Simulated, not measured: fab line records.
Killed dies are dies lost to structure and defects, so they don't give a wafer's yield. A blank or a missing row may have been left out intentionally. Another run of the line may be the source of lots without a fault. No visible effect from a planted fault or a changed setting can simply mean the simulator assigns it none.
Which tool did it?    flow n5_finfet    8 lots, 24 wafers sampled, at 7 steps of a route of 1938

## WHAT THE GAUGES READ, wafer by wafer
N5_BEOL_M0_SAQP_INSPECT_42: inspects for defects (brightfield). Usual: raw_defect_count 291, standard deviation 74.
lot   measured      on                 raw_defect_count  flag
L779  day 7 08:10   defect_inspect-02  297 336 317       
L781  day 7 17:56   defect_inspect-02  232 356 321       
L784  day 8 17:41   defect_inspect-02  292 395 368       
L785  day 8 21:27   defect_inspect-02  325 285 228       
L786  day 9 01:59   defect_inspect-02  722 622 597       OFF
L787  day 9 08:58   defect_inspect-01  204 217 201       
L788  day 9 14:14   defect_inspect-01  653 655 605       OFF
L796  day 11 07:37  defect_inspect-02  180 303 300       

N5_BEOL_M0_CUTY_INSPECT_59: inspects for defects (macro). Usual: raw_defect_count 2.0, standard deviation 1.4.
lot   measured      on                 raw_defect_count  flag
L779  day 7 09:26   defect_inspect-01  1 3 3             
L781  day 7 19:24   defect_inspect-01  2 2 3             
L784  day 8 19:15   defect_inspect-01  2 4 2             
L785  day 8 22:58   defect_inspect-01  1 4 4             
L786  day 9 03:28   defect_inspect-01  >300 >300 >300    OFF
L787  day 9 10:57   defect_inspect-02  3 2 3             
L788  day 9 15:30   defect_inspect-01  >300 >300 >300    OFF
L796  day 11 09:01  defect_inspect-01  3 2 4             

N5_BEOL_M4_RC_MEAS_101. Usual: DIBL_N 35.9 mV/V, standard deviation 1.6; DIBL_P 35.6 mV/V, standard deviation 2.1; IOFF_N 0.149 nA/um, standard deviation 0.029; IOFF_P 0.20 nA/um, standard deviation 0.033; ION_N 671 uA/um, standard deviation 11; ION_P 460 uA/um, standard deviation 7.3; SS_N 71.4 mV/dec, standard deviation 0.62; SS_P 73.2 mV/dec, standard deviation 0.65; VT_N 251 mV, standard deviation 3.1; VT_P -251 mV, standard deviation 3.4.
lot   measured      on         DIBL_N (mV/V)   DIBL_P (mV/V)   IOFF_N (nA/um)     IOFF_P (nA/um)  ION_N (uA/um)  ION_P (uA/um)  SS_N (mV/dec)   SS_P (mV/dec)   VT_N (mV)    VT_P (mV)       flag
L779  day 9 04:26   prober-02  36.4 35.6 36.7  36.1 37.0 38.0  0.144 0.144 0.158  0.17 0.18 0.20  659 665 668    444 452 459    72.3 71.3 71.3  72.7 72.4 73.1  252 250 251  -258 -254 -252  
L781  day 9 17:02   prober-01  36.0 36.4 36.3  38.9 37.9 38.7  0.162 0.158 0.175  0.24 0.22 0.24  676 681 704    477 468 480    70.3 71.3 71.8  73.6 73.6 73.8  250 248 248  -247 -248 -245  
L784  day 10 20:29  prober-01  37.3 34.3 36.1  35.7 32.8 35.5  0.166 0.124 0.151  0.25 0.20 0.24  657 670 660    460 469 459    72.1 70.5 71.3  73.9 72.4 73.4  250 252 250  -248 -249 -249  
L785  day 10 17:42  prober-02  37.6 37.4 33.8  37.5 37.5 32.5  0.173 0.169 0.115  0.20 0.19 0.14  676 675 655    456 458 450    71.4 71.1 70.4  73.9 73.7 72.9  248 248 251  -255 -254 -256  
L786  day 11 06:55  prober-01  35.2 35.1 34.1  33.9 33.3 32.3  0.130 0.135 0.118  0.20 0.19 0.18  670 662 664    465 461 455    70.6 71.3 70.7  72.9 73.0 72.6  249 253 254  -249 -251 -251  
L787  day 11 14:14  prober-02  34.7 35.5 37.9  34.8 36.1 38.3  0.127 0.143 0.178  0.18 0.19 0.23  663 675 670    454 457 457    71.2 71.6 72.4  73.1 72.4 74.4  253 252 251  -252 -251 -249  
L788  day 11 17:20  prober-01  37.1 37.1 37.4  35.7 36.3 37.6  0.152 0.158 0.155  0.18 0.19 0.20  673 670 677    462 464 460    71.7 72.0 72.0  73.0 73.3 73.9  252 250 251  -253 -253 -250  
L796  day 13 15:45  prober-02  34.6 34.9 35.7  34.7 33.6 34.8  0.133 0.135 0.154  0.19 0.16 0.19  665 679 681    458 461 459    71.8 71.3 71.5  72.8 72.4 73.6  251 252 250  -251 -253 -249  

## TOOL THAT RAN EACH LOT (tool first, then ch and the chambers of the sampled wafers, then the start)
lot   N5_BEOL_M0_SAQP_MANDREL1_REMOVE_100  N5_BEOL_M0_SAQP_ETCH_101            N5_BEOL_M0_SAQP_MANDREL_ETCH_103  N5_BEOL_M0_SAQP_ETCH_106
L779  rie_si-05 ch 0,1,3, day 7 05:28      rie_diel-01 ch 0,2,3, day 7 05:50   rie_si-06 ch 0,1,2, day 7 05:59   rie_diel-04 ch 1,2, day 7 06:31
L781  rie_si-03 ch 1,2,3, day 7 15:19      rie_diel-01 ch 1,2,3, day 7 15:28   rie_si-05 ch 0,1,3, day 7 15:37   rie_diel-03 ch 0,1,2, day 7 16:08
L784  rie_si-05 ch 0,1, day 8 14:19        rie_diel-01 ch 0,2,3, day 8 14:32   rie_si-06 ch 1,3, day 8 14:40     rie_diel-01 ch 2,3, day 8 15:11
L785  rie_si-05 ch 0,1,2, day 8 17:45      rie_diel-01 ch 2,3, day 8 17:54     rie_si-06 ch 1,2, day 8 18:02     rie_diel-01 ch 1,2,3, day 8 18:38
L786  rie_si-05 ch 0,1,2, day 8 23:38      rie_diel-03 ch 2,3, day 8 23:51     rie_si-06 ch 1,2,3, day 8 23:59   rie_diel-04 ch 0,1,3, day 9 00:32
L787  rie_si-03 ch 0,1,2, day 9 06:42      rie_diel-03 ch 0,2,3, day 9 06:51   rie_si-05 ch 0,1,2, day 9 06:59   rie_diel-04 ch 0,3, day 9 07:31
L788  rie_si-05 ch 0,1, day 9 11:50        rie_diel-03 ch 0,3, day 9 11:59     rie_si-06 ch 1,2,3, day 9 12:07   rie_diel-01 ch 2,3, day 9 12:41
L796  rie_si-03 ch 0,3, day 11 04:40       rie_diel-04 ch 0,1,2, day 11 04:49  rie_si-05 ch 1,2,3, day 11 04:58  rie_diel-04 ch 1,3, day 11 05:44
- N5_BEOL_M0_SAQP_MANDREL1_REMOVE_100: chemistry HBr/Cl2/O2, target a-Si, stops on SiNx, bt time 10 s.
- N5_BEOL_M0_SAQP_ETCH_101: etches SiNx in CH3F/O2, target depth 29.9 nm, time 42.7 s.
- N5_BEOL_M0_SAQP_MANDREL_ETCH_103: etches a-Si in HBr/Cl2, stops on SiCN, target depth 45 nm, bt time 10 s, time 27 s.
- N5_BEOL_M0_SAQP_ETCH_106: etches SOC in N2/H2, stops on SiNx, target depth 150 nm.

## AS READ BY THE TOOLS THEMSELVES (means over the sampled wafers that have a number; for cases with no such wafer, the mark the record gives instead)
N5_BEOL_M0_SAQP_MANDREL1_REMOVE_100. Usual: drypump_motor_current_A 5.6 A, standard deviation 0.45; he_backside_leak_sccm 2.8 sccm, standard deviation 0.38; oes_product_au 1.005 a.u., standard deviation 0.015; throttle_valve_pct 36.7 %, standard deviation 0.31.
lot   tool       drypump_motor_current_A (A)  he_backside_leak_sccm (sccm)  oes_product_au (a.u.)  throttle_valve_pct (%)  flag
L779  rie_si-05  5.4                          3.0                           0.999                  36.7                    
L781  rie_si-03  5.8                          2.7                           1.022                  36.4                    
L784  rie_si-05  5.5                          3.1                           1.010                  36.7                    
L785  rie_si-05  5.2                          3.0                           1.005                  36.7                    
L786  rie_si-05  5.2                          2.9                           1.007                  36.7                    
L787  rie_si-03  5.9                          2.7                           1.004                  36.4                    
L788  rie_si-05  5.5                          3.1                           0.998                  36.7                    
L796  rie_si-03  5.5                          2.8                           1.021                  36.2                    

N5_BEOL_M0_SAQP_ETCH_101. Usual: drypump_motor_current_A 5.6 A, standard deviation 0.43; oes_product_au 0.75 a.u., standard deviation 0.072; rf_vpp_V 296 V, standard deviation 4.5; showerhead_plenum_p_Torr 2.00 Torr, standard deviation 0.063; throttle_valve_pct 16.48 %, standard deviation 0.25.
lot   tool         drypump_motor_current_A (A)  oes_product_au (a.u.)  rf_vpp_V (V)  showerhead_plenum_p_Torr (Torr)  throttle_valve_pct (%)  flag
L779  rie_diel-01  5.8                          0.72                   291           1.98                             16.49                   
L781  rie_diel-01  6.0                          0.79                   296           1.98                             16.25                   
L784  rie_diel-01  5.8                          0.71                   292           1.98                             16.51                   
L785  rie_diel-01  5.9                          0.73                   294           1.94                             16.38                   
L786  rie_diel-03  5.4                          0.75                   292           1.98                             16.67                   
L787  rie_diel-03  5.5                          0.73                   295           2.03                             16.65                   
L788  rie_diel-03  5.6                          0.72                   297           2.08                             16.65                   
L796  rie_diel-04  5.5                          0.77                   299           1.98                             16.33                   

N5_BEOL_M0_SAQP_MANDREL_ETCH_103. Usual: drypump_motor_current_A 5.7 A, standard deviation 0.42; he_backside_leak_sccm 2.8 sccm, standard deviation 0.37; oes_product_au 0.688 a.u., standard deviation 0.011; throttle_valve_pct 35.39 %, standard deviation 0.29.
lot   tool       drypump_motor_current_A (A)  he_backside_leak_sccm (sccm)  oes_product_au (a.u.)  throttle_valve_pct (%)  flag
L779  rie_si-06  6.0                          2.7                           0.700                  35.64                   
L781  rie_si-05  5.4                          2.9                           0.680                  35.46                   
L784  rie_si-06  6.0                          2.8                           0.694                  35.84                   
L785  rie_si-06  6.0                          2.5                           0.691                  35.74                   
L786  rie_si-06  5.9                          2.7                           0.682                  35.66                   
L787  rie_si-05  5.2                          2.7                           0.689                  35.42                   
L788  rie_si-06  5.9                          2.7                           0.698                  35.65                   
L796  rie_si-05  5.1                          2.6                           0.682                  35.41                   

N5_BEOL_M0_SAQP_ETCH_106. Usual: drypump_motor_current_A 5.7 A, standard deviation 0.44; oes_product_au 0.75 a.u., standard deviation 0.076; rf_vpp_V 240.5 V, standard deviation 1.4; showerhead_plenum_p_Torr 2.53 Torr, standard deviation 0.081; throttle_valve_pct 17.89 %, standard deviation 0.27.
lot   tool         drypump_motor_current_A (A)  oes_product_au (a.u.)  rf_vpp_V (V)  showerhead_plenum_p_Torr (Torr)  throttle_valve_pct (%)  flag
L779  rie_diel-04  5.9                          0.69                   240.3         2.55                             17.82                   
L781  rie_diel-03  5.6                          0.74                   241.2         2.54                             18.05                   
L784  rie_diel-01  6.0                          0.72                   239.9         2.47                             17.86                   
L785  rie_diel-01  6.0                          0.77                   240.3         2.52                             17.72                   
L786  rie_diel-04  5.6                          0.78                   239.5         2.48                             17.97                   
L787  rie_diel-04  5.1                          0.69                   239.4         2.45                             18.19                   
L788  rie_diel-01  6.0                          0.72                   239.7         2.47                             17.88                   
L796  rie_diel-04  6.1                          0.84                   239.7         2.49                             17.79                   

## THE ANSWER, worked out from the rows above alone
Rule: take the mean of a lot's wafers that have a number; if it is more than 3 standard deviations from the usual mean, the lot is off. A lot without any number at a reading at which 4 lots or more have one is off too. Any other lot the step has rows for is counted as sound. The gauges are gone through in route order, then the tools' own readings, and for those a lot's mean is taken as printed above. At the first step where some lot is off, the reading lying furthest off is the one used; lots without a number count as furthest.
Off at N5_BEOL_M0_SAQP_INSPECT_42 (raw_defect_count): L786, L788.
A tool fits if, at a process step before that reading, it ran every lot that is off, and no sound lot after the first of them. Those tools and the gauges at N5_BEOL_M0_SAQP_INSPECT_42 are tried in the same way. Can't be told from this: 2 tools fit, rie_si-05 at N5_BEOL_M0_SAQP_MANDREL1_REMOVE_100, rie_si-06 at N5_BEOL_M0_SAQP_MANDREL_ETCH_103.

## WHAT THE SIMULATOR HAD PUT IN
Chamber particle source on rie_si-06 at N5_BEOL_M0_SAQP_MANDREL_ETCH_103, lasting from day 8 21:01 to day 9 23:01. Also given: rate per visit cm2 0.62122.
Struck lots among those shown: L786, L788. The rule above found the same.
